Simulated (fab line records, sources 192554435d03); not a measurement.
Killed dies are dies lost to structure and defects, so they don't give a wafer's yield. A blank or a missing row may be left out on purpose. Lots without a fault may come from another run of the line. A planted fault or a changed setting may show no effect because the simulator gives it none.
Split-lot experiment | flow n5_finfet | 7 lots, 39 wafers read, on a route of 1938 steps

THE SPLIT
At N5_PMOS_HMC_CHANNEL_EPI_HM_DEP_34 (deposits SiO2 from TEOS/O2, target thk 36 nm, time 6.9 s), the setting time_s was moved away from the recipe's 6.9 s on 9 of the 39 wafers read, by +19.9% to +25.3%. The other wafers ran this setting at the recipe's value.

The reading is taken at the split's own step.

THE READING
SiO2_of_PMOS_HMC_CHANNEL_EPI_HM_DEP_34.thk_nm (the simulator's own value, which no gauge read), in nm, at N5_PMOS_HMC_CHANNEL_EPI_HM_DEP_34 (deposits SiO2 from TEOS/O2, target thk 36 nm, time 6.9 s). The file gives no usual value for it. The 30 wafers here that ran the recipe average 36.07 nm, standard deviation 0.65 nm.

wafer  | tool, chamber at the split | time_s as run, s | against the recipe | SiO2_of_PMOS_HMC_CHANNEL_EPI_HM_DEP_34.thk_nm, nm | against lot-mates on the recipe
L077.1 | pecvd-02, 0                | 6.9              | recipe             | 36.04                                             | -
L077.2 | pecvd-02, 1                | 8.646            | +25.3%             | 44.09                                             | +8.13
L077.3 | pecvd-02, 0                | 8.646            | +25.3%             | 45.58                                             | +9.62
L077.4 | pecvd-02, 1                | 8.646            | +25.3%             | 44.61                                             | +8.65
L077.5 | pecvd-02, 1                | 6.9              | recipe             | 35.3                                              | -
L077.6 | pecvd-02, 0                | 6.9              | recipe             | 36.54                                             | -
L080.1 | pecvd-04, 0,2              | 8.276            | +19.9%             | 43.03                                             | +6.39
L080.5 | pecvd-04, 0,2              | 8.276            | +19.9%             | 43.03                                             | +6.39
L080.2 | pecvd-04, 2                | 6.9              | recipe             | 35.96                                             | -
L080.3 | pecvd-04, 1                | 8.276            | +19.9%             | 42.66                                             | +6.02
L080.4 | pecvd-04, 0                | 6.9              | recipe             | 37.05                                             | -
L080.6 | pecvd-04, 1                | 6.9              | recipe             | 36.91                                             | -
L085.1 | pecvd-03, 1                | 6.9              | recipe             | 35.18                                             | -
L085.2 | pecvd-03, 2                | 6.9              | recipe             | 34.8                                              | -
L085.3 | pecvd-03, 0                | 6.9              | recipe             | 36.14                                             | -
L085.4 | pecvd-03, 2                | 6.9              | recipe             | 35.5                                              | -
L085.5 | pecvd-03, 0                | 6.9              | recipe             | 36.43                                             | -
L085.6 | pecvd-03, 1                | 6.9              | recipe             | 35.86                                             | -
L089.1 | pecvd-03, 1                | 6.9              | recipe             | 35.59                                             | -
L089.2 | pecvd-03, 2                | 6.9              | recipe             | 34.73                                             | -
L089.6 | pecvd-03, 2                | 6.9              | recipe             | 36.03                                             | -
L091.1 | pecvd-02, 0                | 8.604            | +24.7%             | 44.38                                             | +8.46
L091.2 | pecvd-02, 1                | 6.9              | recipe             | 35.61                                             | -
L091.3 | pecvd-02, 2                | 8.604            | +24.7%             | 44.31                                             | +8.39
L091.4 | pecvd-02, 1                | 6.9              | recipe             | 35.89                                             | -
L091.5 | pecvd-02, 0                | 8.604            | +24.7%             | 45.14                                             | +9.22
L091.6 | pecvd-02, 2                | 6.9              | recipe             | 36.25                                             | -
L092.1 | pecvd-03, 2                | 6.9              | recipe             | 35.05                                             | -
L092.2 | pecvd-03, 1                | 6.9              | recipe             | 36.75                                             | -
L092.3 | pecvd-03, 0                | 6.9              | recipe             | 36.59                                             | -
L092.4 | pecvd-03, 1                | 6.9              | recipe             | 37.12                                             | -
L092.5 | pecvd-03, 2                | 6.9              | recipe             | 36                                                | -
L092.6 | pecvd-03, 0                | 6.9              | recipe             | 37.33                                             | -
L097.1 | pecvd-04, 1                | 6.9              | recipe             | 36.16                                             | -
L097.2 | pecvd-04, 2                | 6.9              | recipe             | 36.05                                             | -
L097.3 | pecvd-04, 0                | 6.9              | recipe             | 36.02                                             | -
L097.4 | pecvd-04, 0                | 6.9              | recipe             | 36.64                                             | -
L097.5 | pecvd-04, 2                | 6.9              | recipe             | 36.1                                              | -
L097.6 | pecvd-04, 1                | 6.9              | recipe             | 36.48                                             | -
Where a row lists several chambers, the file gives one row for several wafers and doesn't say which wafer went through which chamber.

THE FIT
A straight line over all 39 wafers: SiO2_of_PMOS_HMC_CHANNEL_EPI_HM_DEP_34.thk_nm changes by +0.344 nm for each +1% of time_s; r = +0.98; the points scatter about the line by 0.62 nm.
The same after taking each lot's own level away (the mean of its wafers on the recipe; 39 wafers): +0.342 nm for each +1%; r = +0.99; scatter 0.55 nm.
On that fit, the largest move of time_s shifts the reading by 8.6 nm.
The lots' own levels span 35.450 to 36.640 nm, that is 1.8 times the standard deviation above.
So the lot-to-lot level changes the slope little: the two slopes agree.
Check: with one of the wafers moved furthest among these (+25.3%) left out of the fit, the line predicts +8.71 nm for it against its lot-mates. It came out at +8.13 nm against them.

OTHER SPLITS ON THESE WAFERS
These wafers also went through other splits before the reading. Each is held against what the fit with the lots' levels taken away leaves over:
other split on the same wafers | wafers away from the commonest value | r with SiO2_of_PMOS_HMC_CHANNEL_EPI_HM_DEP_34.thk_nm (lot level and that fit taken away)
N5_ZERO_LAYER_PECVD_02 time_s  | 18                                   | +0.03

THE FILE'S OWN FIT
SiO2_of_PMOS_HMC_CHANNEL_EPI_HM_DEP_34.thk_nm changes by +0.341 nm for each +1% of time_s, r = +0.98.
